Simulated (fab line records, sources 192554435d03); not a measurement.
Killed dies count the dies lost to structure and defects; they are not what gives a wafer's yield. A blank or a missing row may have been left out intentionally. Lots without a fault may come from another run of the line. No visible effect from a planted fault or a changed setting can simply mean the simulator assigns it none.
Chamber matching -- flow n5Finfet -- N5_BEOL_M3_STRIP_19 on rieDiel-03: 4 sister chambers
The step strips in O2. 15 wafers are shown with their chamber, then 7 later ones without.

== WAFERS PAIRED WITH THEIR CHAMBERS ==
wafer,chamber,drypumpMotorCurrentA (A),showerheadPlenumPTorr (Torr),throttleValvePct (%)
L886.3,3,5.4,2.18,16.79
L886.5,2,5.0,2.02,16.70
L886.6,1,6.1,2.05,16.43
L885.2,3,5.4,2.18,16.77
L885.3,2,5.1,2.02,16.70
L892.4,2,5.1,2.02,16.72
L892.6,3,5.4,2.17,16.80
L902.1,0,5.9,2.10,16.87
L902.3,2,5.1,2.01,16.71
L902.4,1,6.1,2.04,16.49
L900.1,1,6.1,2.04,16.49
L900.4,0,5.9,2.10,16.87
L900.6,3,5.4,2.17,16.83
L905.2,0,5.9,2.09,16.89
L905.3,1,6.1,2.03,16.51

SIGNATURES (means of the wafers above)
reading,chamber 0,chamber 1,chamber 2,chamber 3,scatter within a chamber
drypumpMotorCurrentA,5.900,6.100,5.075,5.400,0.0261
showerheadPlenumPTorr,2.0967,2.0400,2.0175,2.1750,0.00634
throttleValvePct,16.8767,16.4800,16.7075,16.7975,0.0234
Rule: a wafer's distance from a chamber is the root of the sum, over the readings, of the square of ((its reading less the chamber's mean) divided by the reading's scatter). If the next closest chamber is less than 2 further off than the closest, the wafer can't be placed; otherwise it belongs to the closest. The scatter is the square root of a quotient: the sum, over the shown wafers, of each reading's squared deviation from its chamber's mean, divided by wafers minus chambers.

== WAFERS WITH NO CHAMBER GIVEN ==
wafer,drypumpMotorCurrentA (A),showerheadPlenumPTorr (Torr),throttleValvePct (%)
L905.5,6.1,2.03,16.52
L907.2,5.0,2.01,16.78
L907.3,6.1,2.03,16.52
L907.4,5.4,2.17,16.35
L908.2,5.1,2.01,16.77
L908.3,5.9,2.09,16.90
L908.6,5.4,2.17,16.35

== WHICH CHAMBER EACH ONE RAN IN ==
wafer,from the rows above,in truth
L905.5,1,1
L907.2,2,2
L907.3,1,1
L907.4,3,3
L908.2,2,2
L908.3,0,0
L908.6,3,3
Correct placement for 7 of the 7. Can't be placed from these rows: 0. Wrongly placed: 0.
